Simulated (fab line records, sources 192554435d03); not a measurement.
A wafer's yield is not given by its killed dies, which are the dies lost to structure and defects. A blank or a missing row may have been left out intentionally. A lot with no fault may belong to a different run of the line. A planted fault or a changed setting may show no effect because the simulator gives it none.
fab line records	flow n5-finfet
[record] lots = 5	wafers = 13	last-day = 18
route steps=1938 shown BEOL_M12@1636 PASSIVATION@1936
lots with no fault: from the same line, run without faults
start-h: hours from the record's first day to the start of the lot's first wafer shown	wait-h: how many hours have passed since the lot's step before this one	" repeats the value in the row above	L1.1+2: several wafers, shown together as one row	- either no value or no given start	* or withheld: withheld	< > ~ a bound
route shown NAME@n: NAME is a module with steps in the file, n the number in the route of the first one	usual: the fault-free wafers' mean and standard deviation	same: alike in all rows	chamber/n: place in a boat	sites: each site's reading	_std_site: standard deviation of those values	_edge_site: mean of outer sites minus mean of inner sites	radius-mm: for every site, how far away it sits from the centre of the wafer	mask NAME#n: copy n	behind: the last tool/chamber to shape the wafer	hold: reason for holding the lot/hours on hold/outcome of the hold	device: names the non-switching transistor (n, p or np)	end of line: the route-end tests of the same wafers	for a step that has no rows: nothing shown but its recipe	killed: count of dies lost to structure and defects at first sort (not the wafer's yield)	map: dies across one wafer; x = killed, . = not, _ = none there
set.NAME: the setting that was run; set.NAME@STEP: the one run at that earlier step	model.NAME: the simulator's own value behind a step, which no gauge read
a table for each step, a row for each wafer; lots at some steps of the route
services: from which hour (start-h, from the record's first day; less than 0 if before it) a tool's chamber was out of use, for how many hours, and why
[[steps]]
[step N5_BEOL_M12_ETCH_67]
[recipe] chemistry = CF4	target = SiARC	target-depth-a = 1430	time-s = 238.3	ion-energy-ev = 80	pressure-mtorr = 40	source-w = 545	bias-w = 36	Ar_flow_sccm = 100	cf4-flow-sccm = 100	ends = cleared
[step N5_BEOL_M12_ETCH_68]
[recipe] chemistry = N2/H2	target = SOC	mask-material = SiARC	source-w = 3000	bias-w = 350	temp-c = 40	time-s = 285	ion-energy-ev = 200	pressure-mtorr = 30	n2-flow-sccm = 200	h2-flow-sccm = 200
[step N5_BEOL_M12_STRIP_69]
[recipe] chemistry = N2/H2	temp-c = 40	n2-flow-sccm = 200	h2-flow-sccm = 200	rf-frequency-hz = 6e+07
[step N5_BEOL_M12_TRENCH_ETCH_34]
[recipe] chemistry = C4F8/O2/Ar	target = SiOC	target-depth-a = 3189.5	mask-material = SOC	pressure-mtorr = 30	source-w = 3000	bias-w = 700	Ar_flow_sccm = 400	C4F8_flow_sccm = 15	O2_flow_sccm = 8	he-inner-torr = 15	he-outer-torr = 30	time-s = 125.5	ion-energy-ev = 250
[usual] drypump-motor-current-A = 5.6/0.49	mfc-ar-sccm = 400.0/1.2	oes-product-au = 0.77/0.072	rf-vpp-V = 667.0/2.8	showerhead-plenum-p-Torr = 3.48/0.11	throttle-valve-pct = 24.37/0.2
lot.wafer	tool	chamber	start-h	wait-h	drypump-motor-current-A	mfc-ar-sccm	oes-product-au	rf-hours-counter-h	rf-vpp-V	showerhead-plenum-p-Torr	throttle-valve-pct
L503.3	rie-diel-03	3	289.51	0.0	6.3	400.1	0.92	22	670.9	3.66	24.38
L503.5	"	2	"	"	5.3	400.9	0.72	-	665.1	3.44	24.73
L503.6	"	1	"	"	5.2	402.4	0.76	-	665.8	3.41	24.24
L507.2	rie-diel-05	1	325.46	0.0	5.7	400.9	0.79	120	661.2	3.29	24.16
L507.4	"	0	"	"	6.2	399.1	0.78	123	662.6	3.31	24.51
L507.5	"	3	"	"	4.6	399.2	0.77	-	669.7	3.58	24.38
L508.2	rie-diel-01	3	342.95	0.0	5.3	402.4	0.67	241	668.3	3.51	24.29
L508.4	"	1	"	"	5.2	398.3	0.80	102	665.7	3.44	24.25
L508.5	"	1	"	"	5.3	399.8	0.80	-	665.7	3.44	24.25
L513.3	rie-diel-03	1	361.76	0.0	5.3	401.2	0.74	175	665.8	3.40	24.29
L517.1	rie-diel-03	3	395.75	0.0	6.4	400.5	0.86	60	671.2	3.64	24.43
L517.5	"	1	"	"	5.2	398.0	0.72	-	665.4	3.40	24.28
L517.6	"	2	"	"	5.3	400.0	0.69	-	664.1	3.42	24.78
[step N5_BEOL_M12_STRIP_70]
[recipe] chemistry = C4F8/O2/Ar	resist = SiARC	rf-frequency-hz = 6e+07
[step N5_BEOL_M12_OCD_MEAS_35]
[usual] trench-depth-nm = 316/5
lot.wafer	tool	chamber	start-h	wait-h	trench-depth-nm
L503.3	ocd-02	-	289.67	0.0	317
L503.5	"	-	"	"	314
L503.6	"	-	"	"	316
L507.2	ocd-01	-	325.61	0.0	316
L507.4	"	-	"	"	316
L507.5	"	-	"	"	312
L508.2	ocd-02	-	343.10	0.0	317
L508.4	"	-	"	"	323
L508.5	"	-	"	"	321
L513.3	ocd-02	-	361.92	0.0	311
L517.1	ocd-01	-	395.90	0.0	320
L517.5	"	-	"	"	308
L517.6	"	-	"	"	306
[step N5_BEOL_M12_STRIP_37]
[recipe] chemistry = N2/H2	power-w = 1000	temp-c = 250	h2-frac = 0.65	overash-fraction = 0.3	pressure-mtorr = withheld	n2-flow-sccm = 1750	h2-flow-sccm = 3250
[step N5_BEOL_M12_ETCH_38]
[recipe] chemistry = CF4/N2	target = SiCN	target-depth-a = 687	taper-deg = 2	time-s = 73.4	ion-energy-ev = 150	mask-material = SiO2	pressure-mtorr = 40	source-w = 430	bias-w = 70	Ar_flow_sccm = 100	cf4-flow-sccm = 60	n2-flow-sccm = 60
[usual] drypump-motor-current-A = 5.6/0.5	mfc-ar-sccm = 100.0/0.33	n2-flow-sccm = 60.02/0.18	oes-product-au = 0.77/0.07	rf-vpp-V = 383.3/1.8	showerhead-plenum-p-Torr = 2.25/0.068	throttle-valve-pct = 15.57/0.16
lot.wafer	tool	chamber	start-h	wait-h	drypump-motor-current-A	mfc-ar-sccm	n2-flow-sccm	oes-product-au	rf-hours-counter-h	rf-vpp-V	showerhead-plenum-p-Torr	throttle-valve-pct
L503.3	rie-diel-03	0	296.33	-	5.7	99.9	60.15	0.72	189	385.0	2.28	15.53
L503.5	"	3	"	"	6.3	99.8	59.79	0.94	-	386.0	2.36	15.42
L503.6	"	0	"	"	5.7	99.8	59.89	0.72	-	385.9	2.28	15.53
L507.2	rie-diel-03	0	326.04	-	5.6	100.0	60.30	0.72	198	383.6	2.28	15.56
L507.4	"	1	"	"	5.2	99.9	60.25	0.74	167	382.3	2.20	15.54
L507.5	"	0	"	"	5.7	100.3	59.93	0.72	-	384.2	2.28	15.56
L508.2	rie-diel-03	3	345.94	-	6.3	100.3	60.13	0.91	41	385.1	2.35	15.47
L508.4	"	3	"	"	6.3	100.3	60.19	0.92	-	386.0	2.35	15.46
L508.5	"	0	"	"	5.6	100.1	60.06	0.71	-	384.0	2.27	15.58
L513.3	rie-diel-03	2	365.84	-	5.3	100.3	60.09	0.70	188	380.7	2.20	15.90
L517.1	rie-diel-03	0	396.36	-	5.7	99.7	60.27	0.70	224	383.7	2.27	15.62
L517.5	"	0	"	"	5.7	99.7	59.84	0.71	-	384.1	2.27	15.61
L517.6	"	3	"	"	6.3	100.3	59.88	0.88	-	384.6	2.35	15.51
[step N5_BEOL_M12_PRECLEAN_39]
[recipe] chemistry = residue-remover	time-s = 60	temp-c = 40
[step N5_BEOL_M12_SRD_40]
[recipe] time-s = 30	temp-c = 23	rinse-liquid = diw	dry = n2-spin	spin-rpm = 1500	dry-time-s = 30
[step N5_BEOL_M12_DEGAS_41]
[recipe] ambient = vacuum	temp-c = 250	time-s = 60
[step N5_BEOL_M12_PRE_CLEAN_42]
[recipe] gas = H2/He	time-s = 30	temp-c = 250
[usual] heater-power-w = 317/22
lot.wafer	tool	chamber	start-h	wait-h	heater-power-w
L503.3	pvd-sputter-01	-	298.74	0.0	324
L503.5	"	-	"	"	321
L503.6	"	-	"	"	321
L507.2	pvd-sputter-03	-	326.60	0.0	293
L507.4	"	-	"	"	326
L507.5	"	-	"	"	337
L508.2	pvd-sputter-01	-	346.19	0.0	317
L508.4	"	-	"	"	327
L508.5	"	-	"	"	316
L513.3	pvd-sputter-03	-	366.58	0.0	323
L517.1	pvd-sputter-02	-	396.79	0.0	375
L517.5	"	-	"	"	369
L517.6	"	-	"	"	382
[step N5_BEOL_M12_SPUTTER_43]
[recipe] material = TaN	target-thk-a = 150	temp-c = 50	bias-v = 168.6	power-w = 15000	chamber-pressure-pa = 0.12	time-s = 24.19
[usual] throttle-valve-pct = 30.0/0.99
lot.wafer	tool	chamber	start-h	wait-h	throttle-valve-pct	model.TaN_of_BEOL_M12_SPUTTER_43.thk-nm
L503.3	pvd-sputter-01	-	298.78	0.0	29.3	14.8
L503.5	"	-	"	"	31.8	15.2
L503.6	"	-	"	"	29.3	15
L507.2	pvd-sputter-03	-	326.64	0.0	30.3	15.2
L507.4	"	-	"	"	29.9	15.2
L507.5	"	-	"	"	28.6	15.4
L508.2	pvd-sputter-01	-	346.23	0.0	29.3	15.2
L508.4	"	-	"	"	31.7	15
L508.5	"	-	"	"	31.9	15.2
L513.3	pvd-sputter-03	-	366.62	0.0	29.6	18.2
L517.1	pvd-sputter-02	-	396.83	0.0	28.6	15
L517.5	"	-	"	"	28.2	15.2
L517.6	"	-	"	"	28.8	14.8
[step N5_BEOL_M12_SPUTTER_44]
[recipe] material = Ta	target-thk-a = 100	temp-c = 50	bias-v = 80	power-w = 15000	chamber-pressure-pa = 0.07	time-s = 16.13
[usual] throttle-valve-pct = 30.0/1
lot.wafer	tool	chamber	start-h	wait-h	throttle-valve-pct
L503.3	pvd-sputter-01	-	298.86	0.0	29.4
L503.5	"	-	"	"	31.8
L503.6	"	-	"	"	29.3
L507.2	pvd-sputter-03	-	326.72	0.0	30.6
L507.4	"	-	"	"	29.8
L507.5	"	-	"	"	28.7
L508.2	pvd-sputter-01	-	346.31	0.0	29.4
L508.4	"	-	"	"	31.7
L508.5	"	-	"	"	31.6
L513.3	pvd-sputter-03	-	366.70	0.0	29.5
L517.1	pvd-sputter-02	-	396.91	0.0	28.9
L517.5	"	-	"	"	27.8
L517.6	"	-	"	"	29.0
[step N5_BEOL_M12_SPUTTER_45]
[recipe] material = Cu	target-thk-a = 800	temp-c = -20	bias-v = 60	power-w = 26000	chamber-pressure-pa = 0.13	time-s = 13.33
[step N5_BEOL_M12_ECD_47]
[recipe] material = Cu	target-thk-a = 7200
[step N5_BEOL_M12_ANNEAL_48]
[recipe] temp-c = 225	time-s = 90	ambient = N2
[usual] anneal-temp-c-max = 226.0/0.46	wafer_temp_C_max = 225.95/0.24
lot.wafer	tool	chamber	start-h	wait-h	anneal-temp-c-max	wafer_temp_C_max
L503.3	rtp-anneal-01	0	299.29	0.2	225.5	226.21
L503.5	"	0	"	"	225.6	226.05
L503.6	"	0	"	"	225.7	226.16
L507.2	rtp-anneal-02	0	327.11	0.1	226.6	225.73
L507.4	"	0	"	"	226.7	225.76
L507.5	"	0	"	"	226.5	226.14
L508.2	rtp-anneal-02	0	346.70	0.1	226.7	225.58
L508.4	"	0	"	"	226.0	226.08
L508.5	"	0	"	"	226.6	225.98
L513.3	rtp-anneal-01	0	367.33	0.4	225.8	225.72
L517.1	rtp-anneal-01	0	397.30	0.2	225.4	225.88
L517.5	"	0	"	"	225.2	226.30
L517.6	"	0	"	"	225.4	225.87
[step N5_BEOL_M12_CMP_49]
[recipe] stop-on = SiOC	t-overpolish-s = 20.6	down-force-psi = 1	platen-rpm = 50	clearing-platen-down-force-psi = 1.5	clearing-platen-rpm = 50	post-cmp-clean = cu-alkaline	target-thk-nm = 320	clearing-platen-pad-velocity-m-s = 0.99484	pad-velocity-m-s = 0.99484
[usual] barrier-field-endpoint-s = 30.4/0.88	motor-current-A = 6.0/0.45	pad-life-wafers = 886/630	slurry-filter-dp-kPa = 13.50/0.12
lot.wafer	tool	chamber	start-h	wait-h	barrier-field-endpoint-s	motor-current-A	pad-life-wafers	slurry-filter-dp-kPa
L503.3	cmp-01	3	299.50	0.2	29.4	6.3	264	13.42
L503.5	"	3	"	"	30.5	6.7	-	13.56
L503.6	"	0	"	"	29.6	6.2	-	13.44
L507.2	cmp-03	3	327.36	0.2	30.1	5.6	138	13.40
L507.4	"	0	"	"	32.3	5.6	139	13.58
L507.5	"	0	"	"	31.8	5.3	-	13.31
L508.4	cmp-01	1	347.04	0.2	30.9	5.8	661	13.48
L508.2	"	2	"	"	30.4	5.5	662	13.39
L508.5	"	0	"	"	30.6	6.5	-	13.61
L513.3	cmp-04	3	367.54	0.2	35.9	5.7	1104	13.54
L517.1	cmp-01	0	397.67	0.3	30.2	6.1	1064	13.47
L517.5	"	2	"	"	31.0	5.4	-	13.52
L517.6	"	3	"	"	30.0	6.9	-	13.66
[step N5_BEOL_M12_THK_MEAS_50]
[recipe] thk-meas-gauge = xrf	reads = Cu_of_BEOL_M12_ECD_47
[usual] M12_THK = 318/6
lot.wafer	tool	chamber	start-h	wait-h	M12_THK[nm]
L503.3	film-metro-01	-	299.80	-	318
L503.5	"	-	"	"	314
L503.6	"	-	"	"	316
L507.2	film-metro-02	-	327.66	-	320
L507.4	"	-	"	"	319
L507.5	"	-	"	"	315
L508.2	film-metro-01	-	347.29	-	312
L508.4	"	-	"	"	319
L508.5	"	-	"	"	318
L513.3	film-metro-01	-	367.84	-	306
L517.1	film-metro-02	-	397.89	-	322
L517.5	"	-	"	"	313
L517.6	"	-	"	"	311
[step N5_PASSIVATION_PROBE_49]
[usual] defect-limited-yield = 91.7/1.5	killed_at_M0_to_M3 = 32/10	killed_at_M4_up = 14/5.3	killed-at-contacts = 13/5.7	killed-at-front-end = 37/10	killed-at-other = 3.3/2.5	killed-dies = 98/18	killed-open = 65/13	killed-short = 31/7.5	sort_bin_4_leakage = 0.00/0.0099	sort_bin_5_function = 4.9/0.91	sort_bin_6_memory = 3.1/0.71	sort-n-pass = 1082/18	sort-yield-pct = 91.7/1.5
[same] gross-dies = 1180	killed-at-back-side = 0	sort_bin_8_speed[%] = 0
lot.wafer	tool	chamber	start-h	wait-h	defect-limited-yield[%]	killed_at_M0_to_M3	killed_at_M4_up	killed-at-contacts	killed-at-front-end	killed-at-other	killed-dies	killed-open	killed-short	sort_bin_4_leakage[%]	sort_bin_5_function[%]	sort_bin_6_memory[%]	sort-n-pass	sort-yield-pct[%]
L503.3	prober-01	-	333.05	0.1	95.1	17	3	10	28	0	58	36	22	0	2.6	2.2	1122	95.1
L503.5	prober-01	-	333.15	0.2	92.1	41	15	12	23	2	93	70	23	0	5.3	2.5	1087	92.1
L503.6	prober-01	-	333.20	0.3	90.5	42	12	13	40	5	112	69	40	0	5.6	3.3	1068	90.5
L507.2	prober-02	-	360.53	0.1	89.3	51	13	16	45	1	126	86	36	0	6.8	3.4	1054	89.3
L507.5	prober-02	-	360.68	0.2	90.7	41	15	16	35	3	110	72	35	0.08	5.5	3.5	1069	90.6
L508.2	prober-02	-	377.32	0.1	93.3	27	7	10	35	0	79	50	24	0	4.1	2.2	1101	93.3
L508.4	prober-02	-	377.42	0.2	90.8	35	8	7	58	1	109	78	31	0	5.1	3.7	1071	90.8
L508.5	prober-02	-	377.47	0.2	90.8	32	10	12	48	6	108	72	36	0	5.3	3.5	1072	90.8
L513.3	prober-02	-	399.07	0.1	94.7	26	10	13	11	3	63	42	21	0	3.1	2.0	1117	94.7
L517.1	prober-02	-	434.58	0.0	89.7	33	25	11	44	8	121	83	38	0	5.8	4.0	1059	89.7
L517.5	prober-02	-	434.78	0.2	90.3	23	18	15	58	1	115	78	37	0	5.6	3.8	1065	90.3
L517.6	prober-02	-	434.83	0.3	90.4	34	16	11	45	7	113	63	50	0	5.6	3.7	1067	90.4
// killed by level:class
L503.3 MOL_CONTACT_COAG:geometric-particle:open=8 FIN_SAQP:geometric-particle:short=5 STI_FIN_REVEAL:geometric-particle:open=5 BEOL_M3:geometric-particle:open=5 BEOL_M0_SAQP:geometric-particle:short=4 STARTING-WAFER:geometric-particle:short=4 GATE_CUT:geometric-particle:open=3 FIN_SAQP:geometric-particle:open=2
L503.5 MOL_CONTACT_COAG:geometric-particle:open=11 BEOL_M0_SAQP:geometric-particle:open=11 BEOL_M4:geometric-particle:open=9 STI_FIN_REVEAL:geometric-particle:open=7 BEOL_M0_SAQP:geometric-particle:short=6 BEOL_M2:geometric-particle:open=6 BEOL_M3:geometric-particle:open=6 BEOL_M2:geometric-particle:short=5
L503.6 BEOL_M2:geometric-particle:open=17 MOL_CONTACT_COAG:geometric-particle:open=11 FIN_SAQP:geometric-particle:short=9 BEOL_M4:geometric-particle:open=8 STI_FIN_REVEAL:geometric-particle:open=7 BEOL_M0_SAQP:geometric-particle:short=7 STI_FIN_REVEAL:geometric-particle:short=6 BEOL_M0_SAQP:geometric-particle:open=6
L507.2 FIN_SAQP:geometric-particle:open=16 MOL_CONTACT_COAG:geometric-particle:open=14 BEOL_M0_SAQP:geometric-particle:short=12 BEOL_M0_SAQP:geometric-particle:open=10 FIN_SAQP:geometric-particle:short=9 STI_FIN_REVEAL:geometric-particle:open=9 BEOL_M1:geometric-particle:open=9 BEOL_M2:geometric-particle:open=7
L507.5 FIN_SAQP:geometric-particle:open=16 MOL_CONTACT_COAG:geometric-particle:open=14 FIN_SAQP:geometric-particle:short=11 BEOL_M0:geometric-particle:open=10 BEOL_M0_SAQP:geometric-particle:open=10 BEOL_M0_SAQP:geometric-particle:short=9 BEOL_M1:geometric-particle:open=5 BEOL_M4:geometric-particle:open=5
L508.2 BEOL_M2:geometric-particle:open=9 MOL_CONTACT_COAG:geometric-particle:open=8 FIN_SAQP:geometric-particle:short=6 FIN_SAQP:geometric-particle:open=5 DUMMY_GATE:geometric-particle:open=5 DUMMY_GATE:geometric-particle:short=5 ILD0:geometric-particle:open=3 BEOL_M0_SAQP:geometric-particle:open=3
L508.4 FIN_SAQP:geometric-particle:open=18 STI_FIN_REVEAL:geometric-particle:open=12 FIN_SAQP:geometric-particle:short=9 BEOL_M0_SAQP:geometric-particle:open=9 MOL_CONTACT_COAG:geometric-particle:open=7 BEOL_M3:geometric-particle:open=6 STI_FIN_REVEAL:geometric-particle:short=6 BEOL_M2:geometric-particle:open=6
L508.5 FIN_SAQP:geometric-particle:short=17 FIN_SAQP:geometric-particle:open=12 MOL_CONTACT_COAG:geometric-particle:open=12 BEOL_M2:geometric-particle:open=7 BEOL_M3:geometric-particle:open=7 BEOL_M0_SAQP:geometric-particle:short=6 BEOL_M4:geometric-particle:open=5 DUMMY_GATE:geometric-particle:open=4
L513.3 MOL_CONTACT_COAG:geometric-particle:open=11 BEOL_M2:geometric-particle:open=7 BEOL_M4:geometric-particle:open=6 BEOL_M0_SAQP:geometric-particle:short=5 BEOL_M0_SAQP:geometric-particle:open=5 DUMMY_GATE:geometric-particle:open=4 BEOL_M1:geometric-particle:open=3 FIN_SAQP:geometric-particle:short=2
L517.1 FIN_SAQP:geometric-particle:open=21 BEOL_M0_SAQP:geometric-particle:open=11 BEOL_M0_SAQP:geometric-particle:short=10 BEOL_M5:geometric-particle:open=10 MOL_CONTACT_COAG:geometric-particle:open=7 BEOL_M2:geometric-particle:open=7 FIN_SAQP:geometric-particle:short=6 GATE_CUT:geometric-particle:short=6
L517.5 FIN_SAQP:geometric-particle:open=18 MOL_CONTACT_COAG:geometric-particle:open=13 STI_FIN_REVEAL:geometric-particle:open=9 FIN_SAQP:geometric-particle:short=8 GATE_CUT:geometric-particle:short=7 BEOL_M4:geometric-particle:short=6 BEOL_M0_SAQP:geometric-particle:open=6 BEOL_M2:geometric-particle:open=5
L517.6 BEOL_M0_SAQP:geometric-particle:short=11 BEOL_M0_SAQP:geometric-particle:open=11 FIN_SAQP:geometric-particle:short=9 FIN_SAQP:geometric-particle:open=8 BEOL_M4:geometric-particle:open=8 GATE_CUT:geometric-particle:short=7 GATE_CUT:geometric-particle:open=6 MOL_CONTACT_COAG:geometric-particle:short=6
[[services]]
tool	chamber	start-h	hours	kind
rie-diel-05	1	270.84	14.1	repair
cmp-04	-	276.61	1.3	repair
rtp-anneal-01	-	293.98	2.9	pm
cmp-03	-	305.07	4.0	pm
cmp-03	-	309.07	-	consumable-replace:conditioner
cmp-03	-	309.07	-	consumable-replace:pad
rie-diel-01	-	322.39	0.2	repair
cmp-03	-	329.00	0.5	repair
rie-diel-03	1	336.08	13.1	repair
cmp-04	-	343.77	13.2	pm
pvd-sputter-03	-	350.34	3.1	repair
cmp-04	-	359.60	0.8	repair
cmp-01	-	364.87	1.2	repair
cmp-03	-	370.78	6.8	pm
rie-diel-01	3	372.47	-	clean
rie-diel-01	3	372.47	-	consumable-replace:focus-ring
rie-diel-01	3	372.47	19.3	scheduled-down
rie-diel-01	3	372.47	19.3	vent-cycle
cmp-01	-	375.96	6.8	repair
rie-diel-05	3	389.66	9.0	repair
rie-diel-01	2	391.81	-	clean
rie-diel-01	2	391.81	-	consumable-replace:focus-ring
rie-diel-01	2	391.81	15.4	scheduled-down
rie-diel-01	2	391.81	15.4	vent-cycle
[[key]]
[first-sign] step = N5_BEOL_M12_CMP_49	reading = barrier-field-endpoint-s	direction = up	sigmas = 6.2	usual = 30.4	struck = 35.9
effect none on later readings
[model-effect] step = N5_BEOL_M12_SPUTTER_43	value = TaN_of_BEOL_M12_SPUTTER_43.thk-nm	without = 14.8	struck = 18.2
met-at N5_BEOL_M12_SPUTTER_43
struck-wafers L513.3
onset-between 326.64 366.62
also-fits N5_BEOL_M12_PRE_CLEAN_42:pvd-sputter-03,N5_BEOL_M12_SPUTTER_44:pvd-sputter-03,N5_BEOL_M12_CMP_49:cmp-04
[earlier-fault] kind = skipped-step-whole	tool = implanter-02	chamber = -	onset-h = 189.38	steps = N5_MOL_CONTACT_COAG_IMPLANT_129	scope = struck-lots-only
[fault] kind = process-parameter-drift	tool = pvd-sputter-03	chamber = -	onset-h = 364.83	steps = N5_BEOL_M12_SPUTTER_43	channel = time-s	offset = *	shape = step	acts-in = *	stated = *	scope = struck-wafers-only
